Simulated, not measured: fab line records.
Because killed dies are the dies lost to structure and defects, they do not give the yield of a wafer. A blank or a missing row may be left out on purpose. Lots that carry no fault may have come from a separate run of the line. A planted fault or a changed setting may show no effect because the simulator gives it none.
A struck lot beside a sound one | flow nand-harc | 17 steps out of a route of 1302
Sound: the wafers L990.1, L990.2, L990.5. The struck wafers were L986.1, L986.3, L986.6. The cause comes at the end.
Per side, at each step with rows, come the tool, then ch with its chambers, and then its first start. Under that, the readings that differ: sound wafers | struck wafers | difference of the means | sigmas: that difference in standard deviations of wafers without a fault.
alike: same words and numbers on both sides, and readings whose means sit less than 2 such deviations apart. not compared: any withheld reading, any reading some wafer has no value for, any bound like >300 that may hide the same value, and any number with overlapping values for which the record gives no deviation.
A row with sigmas, a row that says differs or no value, or rows on one side alone: a step with any of these is where the two part. Numbers that don't overlap but have no deviation are shown without sigmas and don't part them. Lack of a reading on every wafer of one side parts them only where that side has two or more wafers.

first, 2 steps without rows for these wafers: NHARC_P_STI_SRD_39; NHARC_P_STI_OXIDE_40 (material SiO2, target thk 10 nm, ox time 1362 s).
NHARC_P_STI_INSPECT_25:
  struck on defect-inspect-01, day 9 10:15; sound on defect-inspect-01, day 11 02:49
  reading          | sound       | struck      | difference | sigmas
  raw-defect-count | 299 430 343 | 173 228 176 | -165       | -2
then, 9 steps without rows for these wafers: NHARC_P_GATE_ETCH_69 (etches SiO2 in dHF, target depth 14 nm); NHARC_P_GATE_PRECLEAN_70 (cleans in SC1); NHARC_P_GATE_SRD_01; NHARC_P_GATE_OXIDE_02 (material SiO2, target thk 37.5 nm, ox time 365 s); NHARC_P_GATE_DEHYDRATE_03 (time 120 s); NHARC_P_GATE_HMDS_04 (time 30 s); NHARC_P_GATE_COAT_05; NHARC_P_GATE_SOFTBAKE_06 (time 95 s); NHARC_P_GATE_EBR_07.
NHARC_P_GATE_EXPOSE_08: exposes mask P HV.
  sound on krf-scanner-03 ch 0, day 11 11:25; struck on krf-scanner-01 ch 0, day 9 20:56
  reading              | sound                | struck               | difference | sigmas
  exposure-dose-mJ-cm2 | 16.765 16.742 16.733 | 22.700 22.683 22.668 | +5.937     | +99 or more
  alike: mask, focus-offset-nm
then, 2 steps without rows for these wafers: NHARC_P_GATE_PEB_09 (peb time 85 s); NHARC_P_GATE_DEVELOP_10 (time 70 s).
NHARC_P_GATE_CD_MEAS_11: target cd 1640 nm.
  sound on cd-sem-03 ch 0, day 11 11:35; struck on cd-sem-03 ch 0, day 9 21:05
  reading    | sound                | struck               | difference | sigmas
  cd-nm (nm) | 1639.2 1639.3 1639.7 | 1642.6 1642.8 1643.7 | +3.6       | +3
then, 1 step without rows for these wafers: NHARC_P_GATE_HARDBAKE_12 (time 80 s).

== WHERE THEY PART ==
Earliest at NHARC_P_STI_INSPECT_25; latest, in this record, at NHARC_P_GATE_CD_MEAS_11.

WHY: whatever the simulator had introduced
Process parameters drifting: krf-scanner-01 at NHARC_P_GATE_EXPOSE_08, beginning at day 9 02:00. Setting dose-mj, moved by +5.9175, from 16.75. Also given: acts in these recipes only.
